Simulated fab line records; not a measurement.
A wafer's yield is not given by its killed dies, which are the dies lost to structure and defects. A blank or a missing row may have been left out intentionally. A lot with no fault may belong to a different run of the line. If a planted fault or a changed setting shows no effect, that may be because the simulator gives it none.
Chamber matching    flow n5Finfet    N5_BEOL_M8_CURE_74 on uvCure-02 has 3 sister chambers
The step cures SiCOH lowk, time 240 s. 16 wafers are shown with their chamber, then 8 later ones without.

## WAFERS PAIRED WITH THEIR CHAMBERS
wafer   chamber  wafer_temp_C_max  lampPowerPct (%)
L074.1  1        388.1             52.29
L074.3  1        387.2             52.20
L074.5  1        387.9             52.27
L077.2  0        387.5             52.26
L077.4  0        387.4             52.28
L077.5  0        388.7             52.31
L079.1  2        386.6             52.38
L079.2  2        386.4             52.30
L079.6  2        386.5             52.31
L088.2  1        387.7             52.28
L088.3  1        387.2             52.33
L088.5  1        387.2             52.34
L092.2  2        386.4             52.39
L092.4  2        385.9             52.35
L092.6  2        386.3             52.32
L087.1  1        387.1             52.23

SIGNATURES, as means of the wafers listed above
reading           chamber 0  chamber 1  chamber 2  scatter within a chamber
wafer_temp_C_max  387.867    387.486    386.350    0.423
lampPowerPct      52.2833    52.2771    52.3417    0.0425
Rule: for each reading, subtract the chamber's mean from the wafer's reading, divide by that reading's scatter and square the result; add these up over the readings and take the root, which gives the wafer's distance from the chamber. The wafer belongs to the nearest chamber; if the next one is less than 2 further off, it can't be placed. The scatter: take each reading less its chamber's mean, square it, sum over the shown wafers, divide by the number of wafers less the number of chambers, and take the root.

## WAFERS WHOSE CHAMBER IS MISSING
wafer   wafer_temp_C_max  lampPowerPct (%)
L087.2  387.0             52.41
L087.3  387.3             52.30
L086.3  386.8             52.27
L086.4  387.3             52.36
L086.5  388.2             52.18
L097.1  387.2             52.35
L097.3  387.8             52.37
L097.6  387.7             52.33

## EACH ONE'S CHAMBER
wafer   from the rows above           in truth
L087.2  can't be placed: 2 or 1 or 0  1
L087.3  can't be placed: 1 or 0 or 2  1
L086.3  can't be placed: 1 or 2 or 0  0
L086.4  can't be placed: 1 or 0 or 2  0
L086.5  can't be placed: 0 or 1       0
L097.1  can't be placed: 1 or 2 or 0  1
L097.3  can't be placed: 0 or 1 or 2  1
L097.6  can't be placed: 0 or 1       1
Correctly placed: 0 of 8. These rows do not allow placing 8 (true chamber among the candidates in 8). Wrongly placed: 0.
